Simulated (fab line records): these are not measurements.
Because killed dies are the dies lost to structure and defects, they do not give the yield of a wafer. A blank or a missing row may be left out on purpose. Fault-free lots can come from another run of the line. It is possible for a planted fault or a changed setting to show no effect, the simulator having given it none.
The tool behind it: which one?	flow nand harc	24 lots, 72 wafers sampled, at 6 steps of a route of 1302

WHAT EACH GAUGE READ, for each wafer
The record lacks any reading of a measuring or inspecting step that a usual standard deviation could be used to judge.

EACH LOT AND THE TOOL THAT RAN IT (in order: tool; ch and the chambers of the sampled wafers; start)
lot	NHARC_P_M1_ETCH_35	NHARC_P_M1_ETCH_15	NHARC_P_M2_DESCUM_14	NHARC_P_M2_ETCH_35	NHARC_P_M2_ETCH_15	NHARC_P_M2_PVD_21
L074	rie diel-03 ch 0,2, day 6 15:49	rie diel-03 ch 0,3, day 6 19:54 or earlier	rie diel-09 ch 1,2,3, day 6 19:54	rie diel-09 ch 0,1,2, day 6 19:59	rie diel-09 ch 1,2,3, no start	pvd sputter-01, no start
L075	rie diel-10 ch 0,1,2, day 6 17:04	rie diel-10 ch 0,2,3, day 6 21:26 or earlier	rie diel-09 ch 2,3, day 6 21:26	rie diel-09 ch 0,1, day 6 21:32	rie diel-09 ch 0,1,2, no start	pvd sputter-02, no start
L076	rie diel-10 ch 1,2,3, day 7 11:26	rie diel-10 ch 0,1,2, day 7 15:29 or earlier	rie diel-09 ch 1,2,3, day 7 15:29	rie diel-09 ch 0,1,2, day 7 15:35	rie diel-09 ch 0,1,2, no start	pvd sputter-01, no start
L078	rie diel-03 ch 2,3, day 8 00:25	rie diel-03 ch 2,3, day 8 04:30 or earlier	rie diel-09 ch 2,3, day 8 04:30	rie diel-09 ch 0,1,3, day 8 04:37	rie diel-09 ch 1,2,3, no start	pvd sputter-01, no start
L077	rie diel-03 ch 0,2, day 8 00:52	rie diel-03 ch 0,1,2, day 8 05:10 or earlier	rie diel-09 ch 0,3, day 8 05:10	rie diel-09 ch 1,2,3, day 8 05:16	rie diel-09 ch 0,1,2, no start	pvd sputter-02, no start
L079	rie diel-10 ch 1,2, day 8 13:16	rie diel-10 ch 1,2, day 8 17:28 or earlier	rie diel-09 ch 2,3, day 8 17:28	rie diel-09 ch 0,3, day 8 17:33	rie diel-09 ch 2,3, no start	pvd sputter-03, no start
L081	rie diel-03 ch 0,1, day 9 02:33	rie diel-03 ch 2,3, day 9 06:29 or earlier	rie diel-12 ch 1,2, day 9 06:29	rie diel-12 ch 1,2, day 9 06:35	rie diel-12 ch 1,2,3, no start	pvd sputter-02, no start
L080	rie diel-03 ch 1,3, day 9 04:44	rie diel-03 ch 0,1,3, day 9 08:51 or earlier	rie diel-12 ch 0,2,3, day 9 08:51	rie diel-12 ch 0,1,2, day 9 08:56	rie diel-12 ch 0,2, no start	pvd sputter-03, no start
L082	rie diel-10 ch 1,3, day 9 18:04	rie diel-10 ch 0,1,2, day 9 22:08 or earlier	rie diel-13 ch 2,3, day 9 22:08	rie diel-13 ch 2,3, day 9 22:16	rie diel-13 ch 2,3, day 9 22:23	pvd sputter-03, no start
L083	rie diel-03 ch 0,1,3, day 10 00:58	rie diel-03 ch 0,1,2, day 10 05:06 or earlier	rie diel-13 ch 0,1,2, day 10 05:06	rie diel-13 ch 1,3, day 10 05:11	rie diel-13 ch 0,2,3, no start	pvd sputter-03, no start
L084	rie diel-10 ch 1,2,3, day 10 18:52	rie diel-10 ch 0,1,3, day 10 22:55 or earlier	rie diel-09 ch 0,2,3, day 10 22:55	rie diel-09 ch 2,3, day 10 22:59	rie diel-09 ch 0,1, no start	pvd sputter-03, no start
L085	rie diel-10 ch 0,2,3, day 11 01:13	rie diel-10 ch 0,1,2, day 11 05:18 or earlier	rie diel-12 ch 0,1,3, day 11 05:18	rie diel-12 ch 2,3, day 11 05:22	rie diel-12 ch 1,2,3, no start	pvd sputter-01, no start
L086	rie diel-10 ch 0,1,3, day 11 01:48	rie diel-10 ch 1,2,3, day 11 05:55 or earlier	rie diel-09 ch 1,2, day 11 05:55	rie diel-09 ch 2,3, day 11 06:00	rie diel-09 ch 1,3, no start	pvd sputter-03, no start
L087	rie diel-03 ch 0,2,3, day 12 03:54	rie diel-03 ch 0,1,2, day 12 08:10 or earlier	rie diel-13 ch 0,1,2, day 12 08:10	rie diel-13 ch 1,2,3, day 12 08:15	rie diel-13 ch 0,2,3, no start	pvd sputter-03, no start
L088	rie diel-03 ch 0,2,3, day 12 04:50	rie diel-03 ch 0,1,2, day 12 09:15 or earlier	rie diel-13 ch 0,1,2, day 12 09:15	rie diel-13 ch 1,2,3, day 12 09:20	rie diel-13 ch 0,1,2, no start	pvd sputter-03, no start
L089	rie diel-10 ch 0,2,3, day 12 09:19	rie diel-10 ch 0,1,3, day 12 13:41 or earlier	rie diel-12 ch 0,2,3, day 12 13:41	rie diel-12 ch 0,1,2, day 12 13:46	rie diel-12 ch 0,1,3, no start	pvd sputter-01, no start
L090	rie diel-10 ch 0,1,3, day 13 00:55	rie diel-10 ch 0,1,3, day 13 04:52 or earlier	rie diel-12 ch 1,3, day 13 04:52	rie diel-12 ch 1,3, day 13 04:58	rie diel-12 ch 0,1, no start	pvd sputter-02, no start
L091	rie diel-10 ch 0,1, day 13 10:55	rie diel-10 ch 1,2, day 13 14:59 or earlier	rie diel-12 ch 0,1,3, day 13 14:59	rie diel-12 ch 0,1,3, day 13 15:05	rie diel-12 ch 1,3, no start	pvd sputter-01, no start
L092	rie diel-10 ch 1,3, day 14 07:53	rie diel-10 ch 1,2, day 14 11:58 or earlier	rie diel-12 ch 0,1, day 14 11:58	rie diel-12 ch 0,3, day 14 12:04	rie diel-12 ch 0,3, no start	pvd sputter-02, no start
L093	rie diel-10 ch 0,3, day 14 12:08	rie diel-10 ch 0,1,2, day 14 16:10 or earlier	rie diel-13 ch 0,1,2, day 14 16:10	rie diel-13 ch 0,2, day 14 16:15	rie diel-13 ch 1,2,3, no start	pvd sputter-02, no start
L094	rie diel-03 ch 0,3, day 14 15:40	rie diel-03 ch 1,2, day 14 19:44 or earlier	rie diel-12 ch 1,3, day 14 19:44	rie diel-12 ch 0,2,3, day 14 19:49	rie diel-12 ch 1,2,3, no start	pvd sputter-02, no start
L095	rie diel-10 ch 0,3, day 15 06:47	rie diel-10 ch 1,3, day 15 11:01 or earlier	rie diel-12 ch 2,3, day 15 11:01	rie diel-12 ch 0,1,2, day 15 11:07	rie diel-12 ch 0,2,3, no start	pvd sputter-02, no start
L096	rie diel-10 ch 0,1,2, day 15 11:24	rie diel-10 ch 0,1,2, day 15 15:26 or earlier	rie diel-13 ch 0,1,2, day 15 15:26	rie diel-13 ch 1,2,3, day 15 15:32	rie diel-13 ch 0,1,3, no start	pvd sputter-01, no start
L097	rie diel-03 ch 0,1,3, day 15 15:42	rie diel-03 ch 1,2, day 15 19:44 or earlier	rie diel-09 ch 0,1,2, day 15 19:44	rie diel-09 ch 1,2,3, day 15 19:50	rie diel-09 ch 0,3, no start	pvd sputter-02, no start
- NHARC_P_M1_ETCH_35: etches the open film in N2/H2, target depth 40 nm, overetch 12 nm, time 43.94 s.
- NHARC_P_M1_ETCH_15: etches the open film in C4F8/Ar, target depth 182.5 nm, time 91.2 s.
- NHARC_P_M2_DESCUM_14: chemistry O2, time 3 s.
- NHARC_P_M2_ETCH_35: etches the open film in N2/H2, target depth 40 nm, overetch 12 nm, time 43.94 s.
- NHARC_P_M2_ETCH_15: etches the open film in C4F8/Ar, target depth 182.5 nm, time 91.2 s.
- NHARC_P_M2_PVD_21: deposits Cu, target thk 30 nm, time 20.49 s.

AS READ BY THE TOOLS THEMSELVES (means over the sampled wafers that have a number; for cases with no such wafer, the mark the record gives instead)
NHARC_P_M1_ETCH_35.
lot	tool	drypump motor current A (A)	oes product au (a.u.)	rf vpp V (V)	showerhead plenum p Torr (Torr)	throttle valve pct (%)
L074	rie diel-03	6.3	1.001	431.6	2.07	14.167
L075	rie diel-10	5.8	0.999	430.5	2.06	14.172
L076	rie diel-10	5.7	1.000	432.3	2.12	14.168
L078	rie diel-03	5.8	1.001	431.9	2.10	14.172
L077	rie diel-03	6.3	1.003	431.4	2.07	14.169
L079	rie diel-10	5.7	0.995	430.9	2.07	14.169
L081	rie diel-03	5.8	0.999	430.4	2.03	14.167
L080	rie diel-03	5.7	1.001	431.4	2.08	14.171
L082	rie diel-10	5.5	0.998	434.2	2.17	14.168
L083	rie diel-03	5.7	1.012	431.5	2.07	14.170
L084	rie diel-10	5.7	1.000	432.8	2.11	14.175
L085	rie diel-10	6.0	1.005	431.2	2.04	14.177
L086	rie diel-10	5.8	1.006	432.8	2.10	14.170
L087	rie diel-03	5.9	1.004	431.2	2.09	14.172
L088	rie diel-03	5.9	1.012	431.9	2.09	14.169
L089	rie diel-10	6.0	1.003	431.7	2.04	14.163
L090	rie diel-10	5.8	1.000	432.2	2.10	14.173
L091	rie diel-10	5.7	1.007	432.1	2.11	14.174
L092	rie diel-10	5.7	1.005	434.0	2.16	14.170
L093	rie diel-10	5.9	1.001	432.0	2.09	14.172
L094	rie diel-03	5.6	1.003	432.5	2.11	14.164
L095	rie diel-10	6.0	1.008	430.0	2.03	14.178
L096	rie diel-10	5.8	1.004	430.3	2.05	14.169
L097	rie diel-03	5.7	1.003	431.9	2.07	14.166

NHARC_P_M1_ETCH_15.
lot	tool	oes product au (a.u.)	rf vpp V (V)
L074	rie diel-03	0.972	441.8
L075	rie diel-10	0.960	441.4
L076	rie diel-10	0.938	441.0
L078	rie diel-03	0.976	442.9
L077	rie diel-03	0.958	441.1
L079	rie diel-10	0.924	443.5
L081	rie diel-03	0.973	442.4
L080	rie diel-03	0.943	442.2
L082	rie diel-10	0.956	440.7
L083	rie diel-03	0.972	441.0
L084	rie diel-10	0.968	442.6
L085	rie diel-10	0.972	441.3
L086	rie diel-10	0.972	443.4
L087	rie diel-03	0.970	441.4
L088	rie diel-03	0.978	440.9
L089	rie diel-10	0.960	443.1
L090	rie diel-10	0.984	442.8
L091	rie diel-10	0.977	443.1
L092	rie diel-10	0.958	443.8
L093	rie diel-10	0.969	442.1
L094	rie diel-03	0.980	440.4
L095	rie diel-10	0.972	443.8
L096	rie diel-10	0.969	441.0
L097	rie diel-03	0.989	440.7

NHARC_P_M2_DESCUM_14.
lot	tool	drypump motor current A (A)	oes product au (a.u.)	rf vpp V (V)	showerhead plenum p Torr (Torr)	throttle valve pct (%)
L074	rie diel-09	6.1	1.016	57.7	1.86	11.308
L075	rie diel-09	5.9	1.009	57.8	1.81	11.316
L076	rie diel-09	6.1	1.002	56.6	1.86	11.310
L078	rie diel-09	5.9	0.996	57.0	1.81	11.308
L077	rie diel-09	6.1	1.014	57.3	1.79	11.302
L079	rie diel-09	6.0	1.006	57.5	1.79	11.305
L081	rie diel-12	5.5	1.006	57.1	1.92	11.303
L080	rie diel-12	5.7	0.996	57.5	1.83	11.315
L082	rie diel-13	5.8	1.006	57.3	1.91	11.306
L083	rie diel-13	5.5	1.006	57.5	1.98	11.309
L084	rie diel-09	6.0	1.016	57.1	1.81	11.303
L085	rie diel-12	5.7	0.993	56.9	1.87	11.311
L086	rie diel-09	6.1	0.998	58.6	1.93	11.313
L087	rie diel-13	5.5	0.997	57.2	1.97	11.314
L088	rie diel-13	5.5	1.000	57.5	1.97	11.308
L089	rie diel-12	5.7	0.989	56.6	1.83	11.308
L090	rie diel-12	5.8	0.987	57.7	1.89	11.310
L091	rie diel-12	5.7	0.997	58.1	1.87	11.316
L092	rie diel-12	5.7	0.997	56.9	1.85	11.308
L093	rie diel-13	5.5	1.002	57.9	1.97	11.317
L094	rie diel-12	5.8	0.980	57.7	1.89	11.314
L095	rie diel-12	5.6	0.990	57.5	1.86	11.301
L096	rie diel-13	5.5	0.997	57.3	1.97	11.318
L097	rie diel-09	6.0	1.005	57.2	1.87	11.312

NHARC_P_M2_ETCH_35.
lot	tool	drypump motor current A (A)	oes product au (a.u.)	rf vpp V (V)	showerhead plenum p Torr (Torr)	throttle valve pct (%)
L074	rie diel-09	6.0	1.008	428.4	2.00	14.170
L075	rie diel-09	6.2	1.001	430.8	2.05	14.176
L076	rie diel-09	6.0	1.000	429.4	2.00	14.171
L078	rie diel-09	6.1	1.012	429.0	1.98	14.178
L077	rie diel-09	6.1	1.000	428.7	1.98	14.162
L079	rie diel-09	6.0	1.014	426.4	1.90	14.169
L081	rie diel-12	5.6	0.992	431.1	2.08	14.183
L080	rie diel-12	5.6	1.000	429.9	2.01	14.171
L082	rie diel-13	5.8	0.996	430.3	2.03	14.165
L083	rie diel-13	5.5	0.993	429.6	2.01	14.172
L084	rie diel-09	6.1	1.014	427.5	1.91	14.158
L085	rie diel-12	5.8	0.996	429.2	1.97	14.160
L086	rie diel-09	5.9	1.006	427.3	1.92	14.163
L087	rie diel-13	5.8	0.998	430.5	2.07	14.173
L088	rie diel-13	5.8	0.992	431.4	2.07	14.179
L089	rie diel-12	5.6	0.993	429.6	2.01	14.163
L090	rie diel-12	5.8	0.984	430.5	2.01	14.177
L091	rie diel-12	5.7	0.986	429.3	1.99	14.170
L092	rie diel-12	5.8	0.999	425.9	1.92	14.174
L093	rie diel-13	5.8	1.000	432.9	2.13	14.171
L094	rie diel-12	5.7	1.001	428.6	1.95	14.176
L095	rie diel-12	5.6	1.000	429.0	2.01	14.172
L096	rie diel-13	5.8	0.992	430.4	2.07	14.172
L097	rie diel-09	6.1	1.000	428.7	1.97	14.163

NHARC_P_M2_ETCH_15.
lot	tool	oes product au (a.u.)	rf vpp V (V)
L074	rie diel-09	0.938	439.2
L075	rie diel-09	0.932	440.1
L076	rie diel-09	0.970	440.0
L078	rie diel-09	0.934	439.7
L077	rie diel-09	0.926	439.4
L079	rie diel-09	0.930	437.2
L081	rie diel-12	0.917	439.9
L080	rie diel-12	0.964	438.3
L082	rie diel-13	0.926	441.9
L083	rie diel-13	0.935	441.5
L084	rie diel-09	0.923	441.4
L085	rie diel-12	0.922	441.0
L086	rie diel-09	0.927	441.4
L087	rie diel-13	0.920	441.4
L088	rie diel-13	0.924	442.6
L089	rie diel-12	0.966	439.8
L090	rie diel-12	0.960	439.1
L091	rie diel-12	0.914	440.9
L092	rie diel-12	0.956	438.4
L093	rie diel-13	0.923	441.1
L094	rie diel-12	0.939	441.0
L095	rie diel-12	0.969	438.0
L096	rie diel-13	0.972	441.2
L097	rie diel-09	0.944	437.4

NHARC_P_M2_PVD_21.
lot	tool	throttle valve pct (%)
L074	pvd sputter-01	28.5
L075	pvd sputter-02	29.0
L076	pvd sputter-01	29.4
L078	pvd sputter-01	29.5
L077	pvd sputter-02	29.7
L079	pvd sputter-03	29.6
L081	pvd sputter-02	29.7
L080	pvd sputter-03	29.7
L082	pvd sputter-03	29.4
L083	pvd sputter-03	29.5
L084	pvd sputter-03	29.8
L085	pvd sputter-01	29.1
L086	pvd sputter-03	29.7
L087	pvd sputter-03	29.6
L088	pvd sputter-03	29.7
L089	pvd sputter-01	29.3
L090	pvd sputter-02	29.9
L091	pvd sputter-01	29.2
L092	pvd sputter-02	28.9
L093	pvd sputter-02	29.9
L094	pvd sputter-02	29.6
L095	pvd sputter-02	29.0
L096	pvd sputter-01	29.1
L097	pvd sputter-02	29.9

THE ANSWER, worked out from the rows above alone
Rule: the usual values come from the lots themselves. The widest of any qualifying gaps counts: lots, ordered by their means at a reading, are off when they make up no more than a third of the lots, leave a main group of 4 or more, and stand apart from it by 3 or more times the standard deviation of that group's means. A main group is skipped when, at the precision printed for the reading in the tables above, its means are all equal. Also off: a lot with no number at a reading for which 4 or more lots have one. All remaining lots with rows at the step are treated as sound. First the gauges in route order, then the tools' own readings, where a lot's mean is used as printed above. The first step at which some lot is off is used, and at that step the reading that is off furthest; a lot without a number counts as furthest.
Across all readings shown, no lot is off: no conclusion can be drawn from this.

WHAT HAD BEEN PUT IN BY THE SIMULATOR
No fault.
